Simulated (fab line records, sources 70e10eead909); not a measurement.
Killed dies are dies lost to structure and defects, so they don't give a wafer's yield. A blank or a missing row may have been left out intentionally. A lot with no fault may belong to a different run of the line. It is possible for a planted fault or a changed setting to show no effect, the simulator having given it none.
fab line records    flow nand_harc
record: lots: 10  wafers: 28  last_day: 25
route steps=1159 shown A_CONTACT@921 END@1159
lots untouched by any fault: they come from a run of this same line in which no faults occurred
start_h: start of the lot's first displayed wafer, in hours after the record's first day    wait_h: how many hours have passed since the lot's step before this one    " same as the row above    L1.1+2: a row that stands for several wafers    - either no value or no given start    * or withheld: withheld    < > ~ a bound
route shown NAME@n: names a module that has steps shown in the file, with the first one's number in the route    usual: mean/standard deviation taken from wafers without a fault    same: alike in all rows    chamber/n: place in a boat    sites: readings site by site    _std_site: the standard deviation of these    _edge_site: mean of outer sites minus mean of inner sites    radius_mm: for every site, how far away it sits from the centre of the wafer    mask NAME#n: copy n    behind: the most recent tool/chamber to have shaped the wafer    hold: why the lot went on hold/how many hours it stayed there/how the hold came to an end    device: the n, p or np transistor that did not switch    end of line: the same wafers' tests at the end of the route    where a step has no rows: the recipe by itself    killed: the dies lost at the first sort to structure and to defects; this is not the yield of the wafer    map: the dies of a wafer, with x for killed, . for not killed, _ for no die there
set.NAME: the setting that was run; set.NAME@STEP: the one run at that earlier step    model.NAME: the simulator's own value behind a step, which no gauge read
a sample of lots followed through the steps of the route, with each step as a table and each wafer as a row
services: from which hour (start_h, from the record's first day; less than 0 if before it) a tool's chamber was out of use, for how many hours, and why
== steps ==
step: NHARC_A_CONTACT_STRIP_82
recipe: o2_flow_sccm: 500  ar_flow_sccm: 0  bias_w: 0  chemistry: O2
usual: chamber_pressure_mTorr: 60.00/0.051  drypump_motor_current_A: 5.8/0.33  o2_flow_sccm: 499.7/1.4  oes_product_au: 1.000/0.0088  rf_vpp_V: 57.8/0.89  showerhead_plenum_p_Torr: 3.52/0.16  throttle_valve_pct: 17.036/0.01
lot.wafer  tool         chamber  start_h  wait_h  chamber_pressure_mTorr  drypump_motor_current_A  o2_flow_sccm  oes_product_au  rf_hours_counter_h  rf_vpp_V  showerhead_plenum_p_Torr  throttle_valve_pct
L185.2     rie_diel-02  3        -        -       60.12                   6.5                      500.7         0.995           14                  58.8      3.80                      17.043
L185.1     "            0        "        "       59.95                   6.2                      502.2         0.986           15                  57.6      3.42                      17.023
L185.5     "            0        "        "       60.03                   6.3                      500.3         0.982           -                   58.5      3.42                      17.036
L186.1     rie_diel-09  2        -        -       59.98                   6.0                      499.7         0.982           28                  57.0      3.27                      17.035
L186.5     "            0        "        "       60.09                   5.8                      496.5         1.003           -                   56.5      3.35                      17.050
L186.6     "            1        "        "       59.98                   5.5                      499.7         1.017           -                   56.9      3.34                      17.036
L187.4     rie_diel-09  0        -        -       60.01                   5.8                      501.4         1.000           31                  57.6      3.35                      17.035
L187.2     "            1        "        "       59.95                   5.5                      496.1         1.008           28                  57.4      3.34                      17.019
L187.3     "            3        "        "       59.97                   6.1                      498.8         0.998           33                  56.9      3.57                      17.028
L190.4     rie_diel-02  2        -        -       60.01                   5.7                      498.6         1.006           32                  55.8      3.41                      17.030
L190.5     "            3        "        "       59.96                   6.5                      500.6         0.998           -                   58.4      3.79                      17.043
L192.1     rie_diel-03  1        -        -       60.04                   5.7                      502.1         0.990           15                  57.2      3.52                      17.028
L192.4     "            3        "        "       60.00                   5.8                      497.9         1.008           15                  58.6      3.36                      17.033
L199.4     rie_diel-02  2        -        -       59.91                   5.7                      500.6         1.000           52                  58.4      3.40                      17.035
L199.2     "            3        "        "       59.94                   6.5                      499.9         0.993           52                  58.8      3.78                      17.041
L199.1     "            1        "        "       59.98                   5.1                      498.5         0.997           50                  58.9      3.78                      17.040
L203.2     rie_diel-09  1        -        -       60.06                   5.5                      501.2         0.997           11                  56.5      3.33                      17.043
L203.1     "            2        "        "       59.98                   6.0                      501.9         1.004           11                  58.3      3.80                      17.037
L203.6     "            2        "        "       60.01                   6.0                      502.8         1.009           -                   58.1      3.80                      17.026
L201.3     rie_diel-09  1        -        -       60.04                   5.5                      499.9         0.998           12                  57.4      3.33                      17.026
L201.1     "            2        "        "       59.93                   6.0                      500.9         1.002           11                  57.7      3.80                      17.029
L201.4     "            3        "        "       59.99                   6.1                      498.3         0.990           11                  56.7      3.56                      17.020
L204.3     rie_diel-03  1        -        -       59.99                   5.7                      499.8         0.999           42                  55.9      3.51                      17.033
L204.6     "            0        "        "       60.06                   5.8                      501.1         1.003           -                   57.3      3.48                      17.015
L204.5     "            1        "        "       60.07                   5.6                      498.6         1.001           -                   59.0      3.51                      17.043
L206.1     rie_diel-02  2        -        -       60.01                   5.7                      501.0         0.995           4                   57.9      3.39                      17.030
L206.4     "            3        "        "       59.96                   6.4                      498.5         1.010           4                   57.0      3.77                      17.033
L206.2     "            0        "        "       60.06                   6.3                      501.8         1.012           4                   58.6      3.39                      17.058
step: NHARC_A_CONTACT_ETCH_89
recipe: target_depth_a: 2600  over_etch_frac: 0.3  time_s: 475.3  ion_energy_ev: 200  n2_flow_sccm: 150  h2_flow_sccm: 150  ar_flow_sccm: 0  rf_w: 400  bias_w: 150  chemistry: N2/H2
usual: chamber_pressure_mTorr: 29.997/0.026  drypump_motor_current_A: 5.9/0.31  n2_flow_sccm: 149.9/0.4  oes_product_au: 1.000/0.0079  rf_vpp_V: 430/3.2  run_length_s: 496.7/0.36  showerhead_plenum_p_Torr: 2.02/0.11  throttle_valve_pct: 14.171/0.0091
lot.wafer  tool         chamber  start_h  wait_h  chamber_pressure_mTorr  drypump_motor_current_A  n2_flow_sccm  oes_product_au  rf_hours_counter_h  rf_vpp_V  run_length_s  showerhead_plenum_p_Torr  throttle_valve_pct
L185.2     rie_diel-09  2        -        -       30.020                  6.0                      150.0         0.988           22                  425       496.7         1.88                      14.167
L185.1     "            3        "        "       30.023                  6.1                      149.7         1.010           25                  432       497.2         2.07                      14.187
L185.5     "            3        "        "       30.005                  6.1                      150.0         0.994           -                   432       497.5         2.07                      14.184
L186.1     rie_diel-09  1        -        -       30.042                  5.5                      149.8         1.000           28                  427       496.6         1.92                      14.169
L186.6     "            3        "        "       29.977                  6.1                      150.1         0.999           -                   431       497.0         2.07                      14.172
L186.5     "            0        "        "       30.011                  5.8                      149.7         0.992           -                   425       496.3         1.93                      14.175
L187.4     rie_diel-09  3        -        -       29.985                  6.1                      150.3         1.001           34                  431       497.1         2.07                      14.160
L187.3     "            0        "        "       29.981                  5.8                      149.7         1.007           31                  426       496.5         1.93                      14.173
L187.2     "            1        "        "       30.038                  5.5                      150.3         1.007           29                  427       496.9         1.92                      14.178
L190.4     rie_diel-09  2        -        -       30.027                  6.0                      150.4         0.980           31                  425       496.5         1.87                      14.178
L190.5     "            3        "        "       30.043                  6.1                      149.9         1.006           -                   432       497.5         2.07                      14.168
L192.4     rie_diel-09  2        -        -       30.002                  6.0                      150.6         0.999           0                   434       496.5         2.22                      14.166
L192.1     "            0        "        "       29.994                  5.7                      149.7         1.003           0                   427       496.5         1.93                      14.172
L199.1     rie_diel-03  2        -        -       30.040                  5.9                      149.8         0.985           30                  431       496.6         2.10                      14.174
L199.2     "            3        "        "       29.956                  5.7                      149.7         1.004           30                  428       496.1         1.93                      14.180
L199.4     "            1        "        "       30.017                  5.6                      149.9         1.003           32                  432       496.5         2.03                      14.183
L203.2     rie_diel-09  0        -        -       30.052                  5.8                      150.2         0.999           12                  427       496.6         1.92                      14.167
L203.1     "            1        "        "       29.984                  5.5                      150.1         1.007           12                  427       496.5         1.91                      14.190
L203.6     "            3        "        "       29.995                  6.1                      150.2         1.011           -                   431       497.6         2.06                      14.177
L201.3     rie_diel-02  2        -        -       30.014                  5.7                      150.3         1.011           63                  428       496.7         1.96                      14.160
L201.1     "            3        "        "       29.983                  6.5                      149.4         1.003           60                  436       497.1         2.20                      14.171
L201.4     "            0        "        "       29.997                  6.3                      149.8         0.985           62                  428       496.7         1.95                      14.162
L204.3     rie_diel-09  3        -        -       29.977                  6.1                      150.1         0.992           12                  431       496.9         2.06                      14.158
L204.5     "            3        "        "       30.018                  6.1                      150.6         0.994           -                   431       497.1         2.06                      14.164
L204.6     "            0        "        "       29.954                  5.8                      150.7         1.003           -                   428       496.8         1.92                      14.172
L206.1     rie_diel-09  2        -        -       29.993                  6.0                      149.7         1.003           16                  436       496.5         2.21                      14.167
L206.4     "            3        "        "       30.001                  6.1                      150.2         1.002           16                  432       497.3         2.06                      14.182
L206.2     "            0        "        "       30.016                  5.8                      149.8         1.003           16                  428       496.3         1.92                      14.168
step: NHARC_A_CONTACT_ETCH_31
recipe: target_depth_a: 20000  over_etch_frac: 0.3  time_s: 520  ion_energy_ev: 150  o2_flow_sccm: 400  cos_flow_sccm: 20  ar_flow_sccm: 0  rf_w: 500  bias_w: 300  chemistry: O2/COS
usual: chamber_pressure_mTorr: 20.000/0.017  drypump_motor_current_A: 5.9/0.31  o2_flow_sccm: 400.2/1.2  oes_product_au: 0.999/0.0086  rf_vpp_V: 313.6/2.2  run_length_s: 541.4/0.37  showerhead_plenum_p_Torr: 3.09/0.15  throttle_valve_pct: 28.330/0.0099
lot.wafer  tool         chamber  start_h  wait_h  chamber_pressure_mTorr  drypump_motor_current_A  o2_flow_sccm  oes_product_au  rf_hours_counter_h  rf_vpp_V  run_length_s  showerhead_plenum_p_Torr  throttle_valve_pct
L185.2     rie_diel-09  2        383.88   -       20.005                  6.0                      400.6         0.988           22                  310.2     541.3         2.89                      28.321
L185.1     "            1        "        "       20.013                  5.5                      399.6         0.999           22                  311.2     541.0         2.95                      28.323
L185.5     "            2        "        "       20.006                  6.1                      400.4         0.990           -                   310.4     541.4         2.89                      28.331
L186.1     rie_diel-09  3        422.76   -       20.021                  6.1                      399.0         1.010           33                  315.3     542.1         3.16                      28.312
L186.6     "            2        "        "       20.011                  6.0                      398.9         0.985           -                   311.5     541.3         2.89                      28.325
L186.5     "            3        "        "       19.986                  6.1                      401.0         1.001           -                   316.2     541.8         3.16                      28.325
L187.3     rie_diel-09  2        428.40   -       19.978                  6.0                      398.6         0.993           30                  311.4     541.8         2.89                      28.349
L187.2     "            3        "        "       20.003                  6.1                      399.6         1.016           34                  315.6     402.9         3.16                      28.334
L187.4     "            0        "        "       20.030                  5.8                      400.8         1.008           31                  310.8     402.2         2.96                      28.315
L190.4     rie_diel-09  3        431.06   -       20.000                  6.1                      398.3         1.010           35                  314.3     402.7         3.16                      28.338
L190.5     "            0        "        "       20.018                  5.8                      401.4         1.000           -                   312.9     541.0         2.96                      28.344
L192.4     rie_diel-09  1        443.81   -       19.974                  5.5                      400.3         0.975           0                   311.7     402.0         2.95                      28.327
L192.1     "            2        "        "       20.031                  6.0                      397.7         0.988           0                   317.0     541.2         3.37                      28.327
L199.2     rie_diel-03  2        478.82   -       20.004                  5.9                      400.6         0.993           30                  316.2     541.5         3.21                      28.334
L199.4     "            3        "        "       19.999                  5.7                      399.2         1.005           30                  311.7     541.0         2.96                      28.303
L199.1     "            0        "        "       20.007                  5.9                      400.7         0.991           32                  313.2     540.9         3.09                      28.339
L203.1     rie_diel-09  2        503.50   -       20.016                  6.0                      399.5         0.996           11                  316.6     541.4         3.37                      28.328
L203.2     "            1        "        "       19.971                  5.5                      402.1         0.995           12                  311.3     541.0         2.94                      28.314
L203.6     "            2        "        "       19.998                  6.0                      398.8         0.994           -                   315.5     541.5         3.37                      28.343
L201.4     rie_diel-02  2        504.53   -       19.983                  5.6                      400.8         1.001           63                  312.4     541.1         3.00                      28.319
L201.3     "            3        "        "       20.034                  6.5                      399.3         1.002           60                  317.8     542.4         3.34                      28.339
L201.1     "            0        "        "       20.002                  6.3                      399.4         0.996           62                  312.9     541.4         3.00                      28.317
L204.3     rie_diel-09  1        509.44   -       20.000                  5.5                      400.2         0.990           13                  311.2     541.4         2.94                      28.333
L204.5     "            2        "        "       20.005                  6.1                      400.1         0.990           -                   315.9     541.2         3.37                      28.323
L204.6     "            3        "        "       19.987                  6.1                      400.2         0.993           -                   314.7     541.6         3.15                      28.339
L206.4     rie_diel-09  1        532.63   -       20.000                  5.5                      400.2         0.997           16                  310.5     541.0         2.94                      28.325
L206.1     "            2        "        "       19.978                  6.0                      399.1         0.990           16                  316.8     541.6         3.36                      28.339
L206.2     "            3        "        "       19.993                  6.1                      401.0         1.008           16                  314.6     541.5         3.15                      28.325
step: NHARC_A_CONTACT_ETCH_98
recipe: target_depth_a: 200  over_etch_frac: 0.5  time_s: 10  ion_energy_ev: 250  c4f6_flow_sccm: 25  o2_flow_sccm: 20  ar_flow_sccm: 500  rf_w: 600  bias_w: 500  chemistry: C4F6/O2
usual: chamber_pressure_mTorr: 30.00/0.03  drypump_motor_current_A: 5.9/0.33  o2_flow_sccm: 20.00/0.06  oes_product_au: 0.959/0.022  rf_vpp_V: 547/3.8  run_length_s: 31.14/0.29  showerhead_plenum_p_Torr: 3.91/0.19  throttle_valve_pct: 26.904/0.0094
lot.wafer  tool         chamber  start_h  wait_h  chamber_pressure_mTorr  drypump_motor_current_A  o2_flow_sccm  oes_product_au  rf_hours_counter_h  rf_vpp_V  run_length_s  showerhead_plenum_p_Torr  throttle_valve_pct
L185.1     rie_diel-03  3        -        -       30.01                   5.7                      20.07         0.933           59                  543       30.48         3.75                      26.902
L185.2     "            0        "        "       30.01                   5.9                      19.97         0.952           56                  546       30.88         3.90                      26.908
L185.5     "            2        "        "       29.99                   5.9                      19.94         0.937           -                   548       31.13         4.05                      26.900
L186.1     rie_diel-03  3        -        -       29.95                   5.7                      20.10         1.000           9                   543       30.74         3.74                      26.908
L186.5     "            1        "        "       29.99                   5.6                      20.01         0.990           -                   547       31.08         3.92                      26.914
L186.6     "            2        "        "       29.98                   5.9                      20.01         0.991           -                   550       31.09         4.04                      26.888
L187.4     rie_diel-09  2        -        -       29.93                   6.0                      20.10         0.919           31                  541       31.05         3.64                      26.912
L187.3     "            3        "        "       30.01                   6.1                      19.94         0.942           34                  548       31.45         3.97                      26.896
L187.2     "            0        "        "       30.00                   5.8                      20.03         0.942           31                  544       31.08         3.73                      26.908
L190.4     rie_diel-02  3        -        -       29.98                   6.5                      20.02         0.949           33                  552       31.36         4.21                      26.921
L190.5     "            2        "        "       29.96                   5.7                      20.09         0.944           -                   544       31.21         3.80                      26.898
L192.1     rie_diel-09  0        -        -       30.02                   5.8                      19.93         0.960           1                   542       30.77         3.73                      26.912
L192.4     "            1        "        "       29.98                   5.5                      19.93         0.944           1                   543       30.71         3.71                      26.914
L199.4     rie_diel-02  1        -        -       30.01                   5.1                      20.07         0.953           51                  553       30.80         4.19                      26.892
L199.1     "            3        "        "       29.95                   6.5                      20.14         0.939           53                  551       31.92         4.19                      26.916
L199.2     "            0        "        "       30.06                   6.3                      20.02         0.931           54                  545       31.16         3.78                      26.914
L203.1     rie_diel-09  3        -        -       29.98                   6.1                      20.05         0.948           11                  548       31.35         3.96                      26.885
L203.2     "            0        "        "       30.03                   5.8                      19.99         0.956           12                  542       30.93         3.72                      26.913
L203.6     "            2        "        "       29.99                   6.0                      20.04         0.961           -                   553       31.21         4.22                      26.903
L201.4     rie_diel-03  2        -        -       29.99                   5.9                      19.98         0.965           40                  548       31.21         4.02                      26.893
L201.1     "            3        "        "       29.98                   5.8                      19.89         0.959           39                  543       30.70         3.73                      26.901
L201.3     "            0        "        "       30.02                   5.9                      19.96         0.962           39                  547       30.87         3.88                      26.896
L204.3     rie_diel-09  1        510.98   0.1     30.02                   5.5                      19.97         0.948           13                  542       31.44         3.71                      26.914
L204.6     "            3        "        "       30.00                   6.1                      20.02         0.954           -                   546       31.52         3.96                      26.900
L204.5     "            1        "        "       29.98                   5.5                      19.92         0.942           -                   543       30.93         3.71                      26.914
L206.2     rie_diel-03  2        -        -       30.04                   5.9                      19.95         0.953           52                  549       31.29         4.01                      26.920
L206.4     "            0        "        "       30.00                   5.9                      19.88         0.945           51                  544       31.27         3.87                      26.908
L206.1     "            1        "        "       29.99                   5.6                      19.96         0.930           53                  544       30.91         3.90                      26.893
step: NHARC_END_SORT_01
recipe: temp_c: 25
usual: killed_at_array: 28/11  killed_at_other: 0.5/0.85  killed_at_periphery: 2.7/1.9  killed_dies: 32/12  killed_open: 3.3/1.6  killed_short: 2.1/1.5
same: gross_dies: 677
lot.wafer  tool       chamber  start_h  wait_h  killed_at_array  killed_at_other  killed_at_periphery  killed_dies  killed_open  killed_short
L190.4     prober-02  0        484.76   3.4     669              1                0                    670          3            3
L190.5     prober-02  0        485.56   3.7     28               0                4                    32           2            1
L187.2     prober-01  0        489.13   2.8     669              0                5                    674          4            3
L187.3     prober-01  0        489.93   3.1     24               0                4                    28           1            1
L187.4     prober-01  0        490.73   3.4     668              0                5                    673          2            1
L192.1     prober-02  0        493.25   2.5     28               1                5                    34           4            4
L192.4     prober-02  0        495.66   3.4     666              0                2                    668          3            2
killed by level:class
L190.4 A_CONTACT:area_etch=642 A_CHANNEL_HOLE_D1:chamber_film_flake=18 A_CHANNEL_FILL_D1:geometric_particle:short=2 A_STAIRCASE:chamber_film_flake=2 A_SOURCE_PLATE:geometric_particle:short=1 A_CHANNEL_FILL_D1:geometric_particle:open=1 A_BLC:geometric_particle:open=1 A_M0:geometric_particle:open=1
L190.5 A_CHANNEL_HOLE_D1:chamber_film_flake=20 A_STAIRCASE:chamber_film_flake=3 A_CONTACT:chamber_film_flake=3 P_CONTACT:geometric_particle:open=2 P_STI:chamber_film_flake=2 A_SOURCE_PLATE:geometric_particle:short=1 A_ZERO_WELL:chamber_film_flake=1
L187.2 A_CONTACT:area_etch=647 A_SLIT:chamber_film_flake=11 A_WL_FILL:chamber_film_flake=3 P_ZERO_WELL:chamber_film_flake=2 P_GATE:geometric_particle:open=1 A_ONON_D1:geometric_particle:open=1 A_ONON_D1:geometric_particle:short=1 A_CHANNEL_FILL_D1:geometric_particle:open=1
L187.3 A_SLIT:chamber_film_flake=13 A_CHANNEL_HOLE_D1:chamber_film_flake=5 A_STAIRCASE:chamber_film_flake=4 P_BONDPAD:chamber_film_flake=3 P_M0:geometric_particle:open=1 A_SOURCE_PLATE:geometric_particle:short=1 A_WL_FILL:chamber_film_flake=1
L187.4 A_CONTACT:area_etch=653 A_SLIT:chamber_film_flake=8 P_BONDPAD:chamber_film_flake=3 A_CHANNEL_FILL_D1:geometric_particle:open=2 A_STAIRCASE:chamber_film_flake=2 A_CHANNEL_HOLE_D1:geometric_particle:short=1 P_ZERO_WELL:chamber_film_flake=1 P_GATE:chamber_film_flake=1
L192.1 A_CONTACT:chamber_film_flake=10 A_CHANNEL_HOLE_D1:chamber_film_flake=5 A_BONDPAD:chamber_film_flake=4 A_CHANNEL_FILL_D1:chamber_film_flake=2 P_STI:geometric_particle:open=1 P_M0:geometric_particle:short=1 A_SOURCE_PLATE:geometric_particle:open=1 A_SOURCE_PLATE:geometric_particle:short=1
L192.4 A_CONTACT:area_etch=650 A_CONTACT:chamber_film_flake=3 A_SGD_CUT:geometric_particle:short=2 P_GATE:chamber_film_flake=2 A_STAIRCASE:chamber_film_flake=2 A_WL_FILL:chamber_film_flake=2 A_BONDPAD:chamber_film_flake=2 A_CHANNEL_FILL_D1:geometric_particle:open=1
== services ==
tool         chamber  start_h  hours  kind
rie_diel-09  0        361.42   -      clean
rie_diel-09  1        361.42   -      clean
rie_diel-09  2        361.42   -      clean
rie_diel-09  3        361.42   -      clean
rie_diel-03  1        362.93   8.5    repair
rie_diel-09  0        385.92   -      clean
rie_diel-09  1        385.92   -      clean
rie_diel-09  2        385.92   -      clean
rie_diel-09  3        385.92   -      clean
rie_diel-03  -        392.40   9.0    pm
rie_diel-09  0        410.74   -      clean
rie_diel-09  1        410.74   -      clean
rie_diel-09  2        410.74   -      clean
rie_diel-09  3        410.74   -      clean
rie_diel-09  1        416.14   3.3    repair
rie_diel-09  -        431.41   9.0    pm
rie_diel-09  0        431.41   9.0    vent_cycle
rie_diel-09  1        431.41   9.0    vent_cycle
rie_diel-09  2        431.41   9.0    vent_cycle
rie_diel-09  3        431.41   9.0    vent_cycle
rie_diel-02  1        467.53   6.4    repair
rie_diel-03  0        486.63   5.8    repair
rie_diel-02  -        505.06   9.0    pm
rie_diel-09  2        509.84   4.7    repair
== key ==
first_sign: step: NHARC_A_CONTACT_ETCH_31  reading: run_length_s  direction: down  sigmas: 99+  usual: *  struck: *
effect: step: NHARC_END_SORT_01  reading: killed_at_array  direction: up  sigmas: 56  usual: 28  struck: 668
more_kills_born_at: NHARC_A_CONTACT_ETCH_31@rie_diel-09: 2592
met_at NHARC_A_CONTACT_ETCH_31
struck_lots L187,L190,L192
struck_wafers L187.2,L187.4,L190.4,L192.4
later_rows_left_out L187.2,L187.4,L190.4,L192.4
tester_left_out L187,L190,L192
not_acting_at NHARC_A_CONTACT_STRIP_82,NHARC_A_CONTACT_ETCH_89,NHARC_A_CONTACT_ETCH_98
onset_between 422.76 428.40
fault: kind: process_parameter_drift  tool: rie_diel-09  chamber: -  onset_h: 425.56  steps: NHARC_A_CONTACT_ETCH_31  channel: time_s  offset: *  shape: step  end_h: 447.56  scope: struck_wafers_only  acts_in: *  stated: *
tester_left_out: of these lots the tester's yield and bins aren't shown, on N5 and GAA mostly nor the transistor test; their killed dies are dies lost to structure and defects alone, not to doping, threshold or leakage, so they don't give the yield
later_rows_left_out: the simulator's readings of these wafers behind a module that went badly wrong aren't trusted and aren't shown, but for the sort
